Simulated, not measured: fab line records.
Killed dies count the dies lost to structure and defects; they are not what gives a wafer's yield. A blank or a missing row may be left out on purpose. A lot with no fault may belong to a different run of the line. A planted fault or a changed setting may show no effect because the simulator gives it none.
fab line records -- flow n5Finfet
record lots=7, wafers=21
route steps=1938 shown ZERO_LAYER@4 FIN_SAQP@114 FIN_CUT@169 SD_EPI_N@267
startH: hours from the record's opening day to when the first of the lot's shown wafers began -- waitH: hours elapsed since this lot's preceding step -- " same as the row above -- L1.1+2: a row that stands for several wafers -- - no value, or no start was given -- * or withheld: withheld -- < > ~ a bound
route shown NAME@n: names a module that has steps shown in the file, with the first one's number in the route -- usual: mean/standard deviation taken from wafers without a fault -- same: alike in all rows -- chamber/n: place in a boat -- sites: readings site by site -- _std_site: standard deviation of those values -- _edge_site: mean of outer sites minus mean of inner sites -- radiusMm: for every site, how far away it sits from the centre of the wafer -- mask NAME#n: copy n -- behind: the tool/chamber that last shaped the wafer -- hold: why the lot went on hold/how many hours it stayed there/how the hold came to an end -- device: whichever transistor did not switch (one of n, p or np) -- end of line: tests run on the same wafers once the route is complete -- where a step has no rows: the recipe by itself -- killed: dies lost to structure and defects at the first sort, not the wafer's yield -- map: per-die view of a wafer (x killed, . not killed, _ where there is no die)
set.NAME: the setting the step ran with; set.NAME@STEP: the setting that earlier step ran with -- model.NAME: the simulator's own value behind a step, which no gauge read
lots where settings were altered on purpose, with a table for each step and a row for each wafer
## steps
# step N5_ZERO_LAYER_PECVD_02
# recipe material=SiO2, targetThkA=100, tempC=400, precursor=SiH4/N2O, pressureTorr=0.75, rfW=275, timeS=6
lot.wafer,tool,chamber,startH,waitH,set.timeS,model.SiO2_of_ZERO_LAYER_PECVD_02.thkNm
L075.1,pecvd-04,0,18.47,0.0,6,9.875
L075.3,pecvd-04,2,18.47,0.0,6.697,11.05
L075.4,pecvd-04,0,18.47,0.0,6.697,11.32
L076.1,pecvd-04,0,24.30,0.0,6,9.752
L076.2,pecvd-04,2,24.30,0.0,6,9.946
L076.6,pecvd-04,0,24.30,0.0,6.672,11.2
L081.1,pecvd-03,0,54.28,0.0,6,10.27
L081.3,pecvd-03,2,54.28,0.0,6,10.11
L081.6,pecvd-03,2,54.28,0.0,6,10.3
L083.1,pecvd-03,2,66.28,0.0,6,9.935
L083.3,pecvd-03,0,66.28,0.0,6,10.08
L083.4,pecvd-03,0,66.28,0.0,6,9.986
L086.1,pecvd-04,2,84.28,0.0,5.318,8.797
L086.3,pecvd-04,1,84.28,0.0,6,9.903
L086.5,pecvd-04,1,84.28,0.0,5.318,8.852
L095.2,pecvd-03,1,138.29,0.0,5.545,8.802
L095.5,pecvd-03,0,138.29,0.0,5.545,9.285
L095.6,pecvd-03,2,138.29,0.0,6,10.05
L096.2,pecvd-02,0,144.28,0.0,6,9.706
L096.3,pecvd-02,1,144.28,0.0,5.468,9.076
L096.6,pecvd-02,0,144.28,0.0,5.468,9.034
# step N5_ZERO_LAYER_COAT_05
# recipe spinRpm=1500, resistThkNm=1000
lot.wafer,tool,chamber,startH,waitH,set.spinRpm,model.coat_of_ZERO_LAYER_COAT_05.thkNm
L075.1,lithoTrack-05,0,-,-,1500,1006
L075.3,lithoTrack-05,0,-,-,1585,975.5
L075.4,lithoTrack-05,0,-,-,1500,1004
L076.1,lithoTrack-04,0,-,-,1500,1003
L076.2+6,lithoTrack-04,0,-,-,1500,1004
L081.1,lithoTrack-05,0,-,-,1500,1007
L081.3,lithoTrack-05,0,-,-,1500,1006
L081.6,lithoTrack-05,0,-,-,1419,1035
L083.1,lithoTrack-03,0,-,-,1500,1002
L083.3,lithoTrack-03,0,-,-,1500,1004
L083.4,lithoTrack-03,0,-,-,1500,1005
L086.1,lithoTrack-05,0,-,-,1500,1002
L086.3,lithoTrack-05,0,-,-,1500,1003
L086.5,lithoTrack-05,0,-,-,1584,974.2
L095.2,lithoTrack-03,0,-,-,1397,1037
L095.5,lithoTrack-03,0,-,-,1397,1031
L095.6,lithoTrack-03,0,-,-,1397,1036
L096.2,lithoTrack-05,0,-,-,1628,956.6
L096.3,lithoTrack-05,0,-,-,1628,958
L096.6,lithoTrack-05,0,-,-,1628,955.8
# step N5_ZERO_LAYER_EXPOSE_08
# recipe maskId=ZERO, na=0.55, sourceShape=conventional, sigmaOuter=0.8, polarization=unpolarized, defocusNm=0, targetCdNm=2000, doseMj=16.2
lot.wafer,tool,chamber,startH,waitH,mask,set.doseMj
L075.1+3+4,krfScanner-02,0,18.78,-,ZERO#0,16.2
L076.1+2,krfScanner-02,0,24.48,-,ZERO#0,16.2
L076.6,krfScanner-02,0,24.48,-,ZERO#0,15.67
L081.1+3,krfScanner-01,0,54.46,-,ZERO#0,16.94
L081.6,krfScanner-01,0,54.46,-,ZERO#0,16.2
L083.1+3+4,krfScanner-02,0,66.59,-,ZERO#0,16.2
L086.1+5,krfScanner-02,0,84.59,-,ZERO#0,16.63
L086.3,krfScanner-02,0,84.59,-,ZERO#0,16.2
L095.2+5+6,krfScanner-02,0,138.47,-,ZERO#0,16.2
L096.2,krfScanner-01,0,144.62,-,ZERO#0,16.94
L096.3+6,krfScanner-01,0,144.62,-,ZERO#0,16.2
# step N5_ZERO_LAYER_DEVELOP_10
# recipe developTimeS=60, rinseLiquid=diw, dry=airSpin, devTempC=21
lot.wafer,tool,chamber,startH,waitH,set.developTimeS
L075.1+3+4,lithoTrack-05,0,-,-,60
L076.1+2+6,lithoTrack-03,0,-,-,60
L081.1+6,lithoTrack-04,0,-,-,60
L081.3,lithoTrack-04,0,-,-,71.29
L083.1+3+4,lithoTrack-04,0,-,-,60
L086.1,lithoTrack-04,0,-,-,69.51
L086.3+5,lithoTrack-04,0,-,-,60
L095.2,lithoTrack-03,0,-,-,54.84
L095.5+6,lithoTrack-03,0,-,-,60
L096.2+3+6,lithoTrack-04,0,-,-,60
# step N5_ZERO_LAYER_HARDBAKE_23
# recipe tempC=130, timeS=120
# step N5_ZERO_LAYER_CD_MEAS_11
# recipe targetCdNm=2000, landingEnergyEv=500, detector=seInlens
# usual cdNm=1999.6/1.5
lot.wafer,tool,chamber,startH,waitH,set.doseMj@ZERO_LAYER_EXPOSE_08,cdNm
L075.1,cdSem-02,0,18.96,-,16.2,1998.7
L075.3,cdSem-02,0,18.96,-,16.2,2001.7
L075.4,cdSem-02,0,18.96,-,16.2,1999.6
L076.1,cdSem-02,0,24.66,-,16.2,1999.7
L076.2,cdSem-02,0,24.66,-,16.2,1998.4
L076.6,cdSem-02,0,24.66,-,15.67,1992.6
L081.1,cdSem-01,0,54.64,-,16.94,2008.2
L081.3,cdSem-01,0,54.64,-,16.94,2010.5
L081.6,cdSem-01,0,54.64,-,16.2,1998.5
L083.1,cdSem-03,0,66.77,-,16.2,1996.0
L083.3,cdSem-03,0,66.77,-,16.2,1996.7
L083.4,cdSem-03,0,66.77,-,16.2,1997.7
L086.1,cdSem-01,0,84.77,-,16.63,2007.2
L086.3,cdSem-01,0,84.77,-,16.2,2000.3
L086.5,cdSem-01,0,84.77,-,16.63,2005.7
L095.2,cdSem-01,0,138.65,-,16.2,1996.3
L095.5,cdSem-01,0,138.65,-,16.2,1999.9
L095.6,cdSem-01,0,138.65,-,16.2,1999.0
L096.2,cdSem-03,0,144.79,-,16.94,2010.4
L096.3,cdSem-03,0,144.79,-,16.2,2000.7
L096.6,cdSem-03,0,144.79,-,16.2,2002.0
# step N5_ZERO_LAYER_DESCUM_16
# recipe chemistry=O2, timeS=7.9, sourcePowerW=50, biasPowerW=20, pressureMtorr=20, rfFrequencyHz=2.712e+07, tempC=40, o2FlowSccm=225
# step N5_ZERO_LAYER_ETCH_17
# recipe chemistry=CF4, target=SiO2, targetDepthA=120, timeS=13.3, ionEnergyEv=350, pressureMtorr=40, sourceW=450, biasW=215, Ar_flow_sccm=100, cf4FlowSccm=100
lot.wafer,tool,chamber,startH,waitH,set.doseMj@ZERO_LAYER_EXPOSE_08,model.ZERO_LAYER.cdNm
L075.1+4,rieDiel-06,"2,0",19.13,0.0,16.2,1999
L075.3,rieDiel-06,0,19.13,0.0,16.2,2002
L076.1,rieDiel-05,3,24.80,0.0,16.2,2000
L076.2,rieDiel-05,2,24.80,0.0,16.2,1998
L076.6,rieDiel-05,2,24.80,0.0,15.67,1992
L081.1,rieDiel-02,0,55.08,0.0,16.94,2008
L081.3,rieDiel-02,2,55.08,0.0,16.94,2011
L081.6,rieDiel-02,2,55.08,0.0,16.2,1998
L083.1,rieDiel-06,3,67.08,0.0,16.2,1996
L083.3,rieDiel-06,0,67.08,0.0,16.2,1997
L083.4,rieDiel-06,1,67.08,0.0,16.2,1998
L086.1,rieDiel-05,1,84.88,0.0,16.63,2007
L086.3,rieDiel-05,0,84.88,0.0,16.2,2000
L086.5,rieDiel-05,2,84.88,0.0,16.63,2006
L095.2,rieDiel-02,3,139.15,0.0,16.2,1996
L095.5,rieDiel-02,1,139.15,0.0,16.2,2000
L095.6,rieDiel-02,2,139.15,0.0,16.2,1999
L096.2,rieDiel-02,1,144.95,0.0,16.94,2010
L096.3,rieDiel-02,3,144.95,0.0,16.2,2001
L096.6,rieDiel-02,2,144.95,0.0,16.2,2002
# step N5_ZERO_LAYER_ETCH_18
# recipe chemistry=HBr/Cl2, target=Si, targetDepthA=1200, timeS=40, pressureMtorr=10, icpW=800, biasW=75, HBr_flow_sccm=150, Cl2_flow_sccm=80
# step N5_ZERO_LAYER_STRIP_24
# recipe chemistry=O2, powerW=1000, tempC=250, overashFraction=0.3, pressureMtorr=1000, o2FlowSccm=6750
# usual stripTimeToEndpointS=43.86/0.094
lot.wafer,tool,chamber,startH,waitH,set.spinRpm@ZERO_LAYER_COAT_05,stripTimeToEndpointS
L075.1,plasmaAsher-01,0,19.31,0.1,1500,44.01
L075.3,plasmaAsher-01,1,19.31,0.1,1585,43.11
L075.4,plasmaAsher-01,0,19.31,0.1,1500,43.99
L076.1,plasmaAsher-02,0,25.07,0.2,1500,43.94
L076.2,plasmaAsher-02,1,25.07,0.2,1500,43.98
L076.6,plasmaAsher-02,1,25.07,0.2,1500,43.96
L081.1,plasmaAsher-02,1,55.26,0.1,1500,44.03
L081.3,plasmaAsher-02,1,55.26,0.1,1500,44.02
L081.6,plasmaAsher-02,0,55.26,0.1,1419,44.91
L083.1,plasmaAsher-02,0,67.25,0.1,1500,43.94
L083.3,plasmaAsher-02,1,67.25,0.1,1500,43.96
L083.4,plasmaAsher-02,0,67.25,0.1,1500,43.99
L086.1,plasmaAsher-01,1,85.06,0.1,1500,43.89
L086.3,plasmaAsher-01,0,85.06,0.1,1500,43.92
L086.5,plasmaAsher-01,0,85.06,0.1,1584,43.07
L095.2,plasmaAsher-01,1,139.32,0.1,1397,44.96
L095.5,plasmaAsher-01,0,139.32,0.1,1397,44.77
L095.6,plasmaAsher-01,1,139.32,0.1,1397,44.90
L096.2,plasmaAsher-02,1,145.12,0.1,1628,42.51
L096.3,plasmaAsher-02,1,145.12,0.1,1628,42.58
L096.6,plasmaAsher-02,0,145.12,0.1,1628,42.47
# step N5_FIN_SAQP_DESCUM_21
# recipe chemistry=O2, timeS=7.9, sourcePowerW=50, biasPowerW=20, pressureMtorr=20, rfFrequencyHz=2.712e+07, tempC=40, resist=CAR-ArF, o2FlowSccm=225
lot.wafer,tool,chamber,startH,waitH,set.timeS,model.CAR-ArF_of_FIN_SAQP_COAT_10.thkNm
L075.1,rieDiel-01,3,28.11,0.3,7.9,83.71
L075.3,rieDiel-01,0,28.11,0.3,6.852,84.41
L075.4,rieDiel-01,2,28.11,0.3,6.852,83.98
L076.1,rieDiel-03,1,33.84,0.0,7.9,83.33
L076.2,rieDiel-03,2,33.84,0.0,7.31,83.92
L076.6,rieDiel-03,2,33.84,0.0,7.31,83.53
L081.1,rieDiel-04,0,63.88,0.0,6.395,84.42
L081.3,rieDiel-04,2,63.88,0.0,6.395,84.67
L081.6,rieDiel-04,3,63.88,0.0,7.9,83.76
L083.1,rieDiel-04,0,76.39,0.0,7.9,83.66
L083.3,rieDiel-04,1,76.39,0.0,7.9,83.35
L083.4,rieDiel-04,2,76.39,0.0,7.9,83.84
L086.1,rieDiel-04,2,93.71,0.0,7.9,83.93
L086.3,rieDiel-04,0,93.71,0.0,9.591,82.76
L086.5,rieDiel-04,2,93.71,0.0,9.591,82.92
L095.2,rieDiel-04,1,148.89,0.2,7.206,83.56
L095.5,rieDiel-04,0,148.89,0.2,7.206,84.11
L095.6,rieDiel-04,1,148.89,0.2,7.9,83.21
L096.2,rieDiel-04,1,154.10,0.0,7.9,83.11
L096.3,rieDiel-04,0,154.10,0.0,7.9,83.04
L096.6,rieDiel-04,2,154.10,0.0,9.158,82.33
# step N5_FIN_SAQP_ETCH_51
# recipe chemistry=CF4, target=SiARC, targetDepthA=455, maskMaterial=CAR-ArF, timeS=75.8, ionEnergyEv=80, pressureMtorr=40, sourceW=545, biasW=36, Ar_flow_sccm=100, cf4FlowSccm=100, ends=cleared
lot.wafer,tool,chamber,startH,waitH,set.timeS@FIN_SAQP_DESCUM_21,model.CAR-ArF_of_FIN_SAQP_COAT_10.thkNm
L075.1,rieDiel-01,3,28.15,0.0,7.9,50.91
L075.3,rieDiel-01,0,28.15,0.0,6.852,51.52
L075.4,rieDiel-01,2,28.15,0.0,6.852,51.28
L076.1,rieDiel-03,1,33.88,0.0,7.9,50.47
L076.2,rieDiel-03,2,33.88,0.0,7.31,51.17
L076.6,rieDiel-03,2,33.88,0.0,7.31,50.78
L081.1,rieDiel-04,0,63.91,0.0,6.395,51.83
L081.3,rieDiel-04,2,63.91,0.0,6.395,52.05
L081.6,rieDiel-04,3,63.91,0.0,7.9,51.13
L083.1,rieDiel-04,0,76.43,0.0,7.9,51.05
L083.3,rieDiel-04,1,76.43,0.0,7.9,50.73
L083.4,rieDiel-04,2,76.43,0.0,7.9,51.28
L086.1,rieDiel-04,2,93.74,0.0,7.9,51.56
L086.3,rieDiel-04,0,93.74,0.0,9.591,50.32
L086.5,rieDiel-04,2,93.74,0.0,9.591,50.42
L095.2,rieDiel-04,1,148.92,0.0,7.206,51.01
L095.5,rieDiel-04,0,148.92,0.0,7.206,51.57
L095.6,rieDiel-04,1,148.92,0.0,7.9,50.66
L096.2,rieDiel-04,1,154.14,0.0,7.9,50.55
L096.3,rieDiel-04,0,154.14,0.0,7.9,50.49
L096.6,rieDiel-04,2,154.14,0.0,9.158,49.76
# step N5_FIN_CUT_ETCH_21
# recipe chemistry=N2/H2, target=SOC, targetDepthA=2190, overetchA=438, maskMaterial=SiARC, tempC=40, ionEnergyEv=100, biasW=61, timeS=523.5, pressureMtorr=30, sourceW=850, n2FlowSccm=200, h2FlowSccm=200
# usual rfVppV=241.1/1.4
lot.wafer,tool,chamber,startH,waitH,set.biasW,rfVppV,model.SiARC_of_FIN_CUT_COAT_19.thkNm
L075.1,rieDiel-06,3,32.94,0.0,61,242.5,12.2
L075.3,rieDiel-06,2,32.94,0.0,57.84,233.3,12.4
L075.4,rieDiel-06,2,32.94,0.0,61,242.2,12.2
L076.1,rieDiel-06,2,38.77,0.0,61,241.8,12
L076.2,rieDiel-06,1,38.77,0.0,61,239.4,12
L076.6,rieDiel-06,3,38.77,0.0,61,239.9,12
L081.1,rieDiel-05,2,68.58,0.0,61,241.8,12
L081.3,rieDiel-05,3,68.58,0.0,61,242.0,12
L081.6,rieDiel-05,2,68.58,0.0,54.64,225.1,12.4
L083.1,rieDiel-06,2,81.27,0.0,61,241.8,12.2
L083.3,rieDiel-06,1,81.27,0.0,61,241.7,12
L083.4,rieDiel-06,0,81.27,0.0,61,241.2,11.8
L086.1,rieDiel-06,3,100.76,0.0,68.96,262.0,11.4
L086.3,rieDiel-06,1,100.76,0.0,61,241.8,12
L086.5,rieDiel-06,2,100.76,0.0,68.96,261.9,11.4
L095.2,rieDiel-05,1,154.59,0.0,61,238.7,11.8
L095.5,rieDiel-05,2,154.59,0.0,61,241.8,12
L095.6,rieDiel-05,3,154.59,0.0,61,241.9,12
L096.2,rieDiel-02,2,159.49,0.0,70.6,266.0,11.2
L096.3,rieDiel-02,1,159.49,0.0,61,241.0,12
L096.6,rieDiel-02,1,159.49,0.0,70.6,266.7,11.2
# step N5_FIN_CUT_CUT_ETCH_15
# recipe chemistry=HBr/Cl2/O2, target=Si, targetDepthA=1000, btTimeS=10, maskMaterial=SOC, timeS=42.4, ionEnergyEv=*, biasW=*, pressureMtorr=10, icpW=800, HBr_flow_sccm=150, Cl2_flow_sccm=80, O2_flow_sccm=12
lot.wafer,tool,chamber,startH,waitH,set.timeS,model.etch.depthNm,model.FIN_CUT.featureDepthNm,model.SOC_of_FIN_CUT_COAT_18.thkNm
L075.1,rieSi-05,1,33.48,0.1,42.4,99.22,99.2,172
L075.3,rieSi-05,3,33.48,0.1,42.4,102,102,170.6
L075.4,rieSi-05,2,33.48,0.1,48.67,114.4,114.4,166.4
L076.1,rieSi-02,2,39.31,0.1,42.4,99.78,99.8,171.4
L076.2,rieSi-02,1,39.31,0.1,42.4,100.7,100.8,171
L076.6,rieSi-02,2,39.31,0.1,42.4,99.42,99.4,172.2
L081.1,rieSi-05,2,69.12,0.1,34.86,81.77,81.8,177
L081.3,rieSi-05,3,69.12,0.1,42.4,102.9,102.8,168.2
L081.6,rieSi-05,2,69.12,0.1,34.86,81.42,81.4,176.6
L083.1,rieSi-02,2,81.81,0.1,42.4,98.57,98.6,170.6
L083.3,rieSi-02,0,81.81,0.1,42.4,99.37,99.4,170.6
L083.4,rieSi-02,3,81.81,0.1,42.4,98.82,98.8,170
L086.1,rieSi-02,0,101.29,0.1,42.4,100.8,100.8,171
L086.3,rieSi-02,2,101.29,0.1,42.4,99.55,99.6,171.2
L086.5,rieSi-02,0,101.29,0.1,38.14,90.22,90.2,174.4
L095.2,rieSi-02,0,155.25,0.1,36.79,85.86,85.8,174.8
L095.5,rieSi-02,0,155.25,0.1,42.4,99.51,99.6,170.6
L095.6,rieSi-02,2,155.25,0.1,42.4,98.13,98.2,170.8
L096.2,rieSi-05,2,160.03,0.1,42.4,99.85,99.8,170.8
L096.3,rieSi-05,1,160.03,0.1,42.4,100.2,100.2,169.8
L096.6,rieSi-05,0,160.03,0.1,42.4,100.7,100.6,170.4
# step N5_FIN_CUT_CUT_ETCH_28
# recipe chemistry=HBr/Cl2/O2, target=Si, targetDepthA=60, maskMaterial=SOC, timeS=2.4, ionEnergyEv=*, biasW=*, pressureMtorr=10, icpW=800, HBr_flow_sccm=150, Cl2_flow_sccm=80, O2_flow_sccm=12
lot.wafer,tool,chamber,startH,waitH,set.timeS@FIN_CUT_CUT_ETCH_15,model.SOC_of_FIN_CUT_COAT_18.thkNm
L075.1,rieSi-05,1,33.53,0.0,42.4,170.2
L075.3,rieSi-05,3,33.53,0.0,42.4,168.8
L075.4,rieSi-05,2,33.53,0.0,48.67,164.8
L076.1,rieSi-02,2,39.36,0.0,42.4,169.8
L076.2,rieSi-02,1,39.36,0.0,42.4,169.2
L076.6,rieSi-02,2,39.36,0.0,42.4,170.4
L081.1,rieSi-05,2,69.17,0.0,34.86,175.4
L081.3,rieSi-05,3,69.17,0.0,42.4,166.4
L081.6,rieSi-05,2,69.17,0.0,34.86,175
L083.1+3,rieSi-02,"2,0",81.86,0.0,42.4,168.8
L083.4,rieSi-02,3,81.86,0.0,42.4,168.4
L086.1,rieSi-02,0,101.35,0.0,42.4,169.2
L086.3,rieSi-02,2,101.35,0.0,42.4,169.6
L086.5,rieSi-02,0,101.35,0.0,38.14,172.8
L095.2,rieSi-02,0,155.30,0.0,36.79,173
L095.5,rieSi-02,0,155.30,0.0,42.4,169
L095.6,rieSi-02,2,155.30,0.0,42.4,169.2
L096.2,rieSi-05,2,160.08,0.0,42.4,169.2
L096.3,rieSi-05,1,160.08,0.0,42.4,168
L096.6,rieSi-05,0,160.08,0.0,42.4,168.6
# step N5_SD_EPI_N_EXPOSE_06
# recipe maskId=SD_N_BLK, na=1.35, sourceShape=conventional, sigmaOuter=0.8, polarization=unpolarized, targetCdNm=120, doseMj=39.75
lot.wafer,tool,chamber,startH,waitH,mask,set.doseMj
L075.1+3+4,arfiScanner-01,0,53.42,-,SD_N_BLK#0,39.75
L076.1,arfiScanner-03,0,61.35,-,SD_N_BLK#0,41.01
L076.2+6,arfiScanner-03,0,61.35,-,SD_N_BLK#0,39.75
L081.1,arfiScanner-01,0,90.12,-,SD_N_BLK#0,39.75
L081.3+6,arfiScanner-01,0,90.12,-,SD_N_BLK#0,36.8
L083.1+3+4,arfiScanner-03,0,103.39,-,SD_N_BLK#0,39.75
L086.1,arfiScanner-02,0,120.94,-,SD_N_BLK#0,37.94
L086.3+5,arfiScanner-02,0,120.94,-,SD_N_BLK#0,39.75
L095.2+5,arfiScanner-02,0,176.99,-,SD_N_BLK#0,39.75
L095.6,arfiScanner-02,0,176.99,-,SD_N_BLK#0,37
L096.2+3+6,arfiScanner-03,0,180.66,-,SD_N_BLK#0,39.75
# step N5_SD_EPI_N_PEB_07
# recipe pebTempC=110, pebTimeS=60, resist=CAR-ArF-block
# step N5_SD_EPI_N_DEVELOP_08
# recipe developTimeS=30, developer=TMAH, resist=CAR-ArF-block, devTempC=23, rinseLiquid=diw, dry=airSpin
# step N5_SD_EPI_N_CD_MEAS_09
# recipe targetCdNm=120, landingEnergyEv=500, detector=seInlens
# usual cdNm=120.1/0.61
lot.wafer,tool,chamber,startH,waitH,set.doseMj@SD_EPI_N_EXPOSE_06,cdNm
L075.1,cdSem-03,0,53.55,-,39.75,119.2
L075.3,cdSem-03,0,53.55,-,39.75,119.6
L075.4,cdSem-03,0,53.55,-,39.75,119.4
L076.1,cdSem-03,0,61.47,-,41.01,121.8
L076.2,cdSem-03,0,61.47,-,39.75,119.8
L076.6,cdSem-03,0,61.47,-,39.75,120.3
L081.1,cdSem-03,0,90.25,-,39.75,121.0
L081.3,cdSem-03,0,90.25,-,36.8,116.0
L081.6,cdSem-03,0,90.25,-,36.8,115.5
L083.1,cdSem-02,0,103.52,-,39.75,119.8
L083.3,cdSem-02,0,103.52,-,39.75,119.4
L083.4,cdSem-02,0,103.52,-,39.75,119.8
L086.1,cdSem-03,0,121.06,-,37.94,116.7
L086.3,cdSem-03,0,121.06,-,39.75,119.9
L086.5,cdSem-03,0,121.06,-,39.75,119.9
L095.2,cdSem-01,0,177.11,-,39.75,119.4
L095.5,cdSem-01,0,177.11,-,39.75,119.6
L095.6,cdSem-01,0,177.11,-,37,115.1
L096.2,cdSem-02,0,180.78,-,39.75,121.8
L096.3,cdSem-02,0,180.78,-,39.75,121.1
L096.6,cdSem-02,0,180.78,-,39.75,120.5
## key
split step=N5_ZERO_LAYER_PECVD_02, setting=timeS, stated=6, by=wafer
response step=N5_ZERO_LAYER_PECVD_02, reading=model.SiO2_of_ZERO_LAYER_PECVD_02.thkNm, change=+0.106, per=1%, r=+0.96
split step=N5_ZERO_LAYER_COAT_05, setting=spinRpm, stated=1500, by=wafer
response step=N5_ZERO_LAYER_COAT_05, reading=model.coat_of_ZERO_LAYER_COAT_05.thkNm, change=-5.21, per=1%, r=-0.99
response step=N5_ZERO_LAYER_STRIP_24, reading=stripTimeToEndpointS, change=*, per=1%, r=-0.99
split step=N5_ZERO_LAYER_EXPOSE_08, setting=doseMj, stated=16.2, by=wafer
response step=N5_ZERO_LAYER_CD_MEAS_11, reading=cdNm, change=+2.16, per=1%, r=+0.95
response step=N5_ZERO_LAYER_ETCH_17, reading=model.ZERO_LAYER.cdNm, change=+2.13, per=1%, r=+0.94
split step=N5_ZERO_LAYER_DEVELOP_10, setting=developTimeS, stated=60, by=wafer
response none clear
split step=N5_FIN_SAQP_DESCUM_21, setting=timeS, stated=7.9, by=wafer
response step=N5_FIN_SAQP_DESCUM_21, reading=model.CAR-ArF_of_FIN_SAQP_COAT_10.thkNm, change=-0.047, per=1%, r=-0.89
response step=N5_FIN_SAQP_ETCH_51, reading=model.CAR-ArF_of_FIN_SAQP_COAT_10.thkNm, change=-0.0498, per=1%, r=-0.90
split step=N5_FIN_CUT_ETCH_21, setting=biasW, stated=61, by=wafer
response step=N5_FIN_CUT_ETCH_21, reading=rfVppV, change=+1.6, per=1%, r=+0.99
response step=N5_FIN_CUT_ETCH_21, reading=model.SiARC_of_FIN_CUT_COAT_19.thkNm, change=-0.0463, per=1%, r=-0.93
split step=N5_FIN_CUT_CUT_ETCH_15, setting=timeS, stated=42.4, by=wafer
response step=N5_FIN_CUT_CUT_ETCH_15, reading=model.etch.depthNm, change=+1.05, per=1%, r=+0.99
response step=N5_FIN_CUT_CUT_ETCH_15, reading=model.FIN_CUT.featureDepthNm, change=+1.05, per=1%, r=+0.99
response step=N5_FIN_CUT_CUT_ETCH_15, reading=model.SOC_of_FIN_CUT_COAT_18.thkNm, change=-0.386, per=1%, r=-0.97
response step=N5_FIN_CUT_CUT_ETCH_28, reading=model.SOC_of_FIN_CUT_COAT_18.thkNm, change=-0.384, per=1%, r=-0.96
split step=N5_SD_EPI_N_EXPOSE_06, setting=doseMj, stated=39.75, by=wafer
response step=N5_SD_EPI_N_CD_MEAS_09, reading=cdNm, change=+0.668, per=1%, r=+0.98
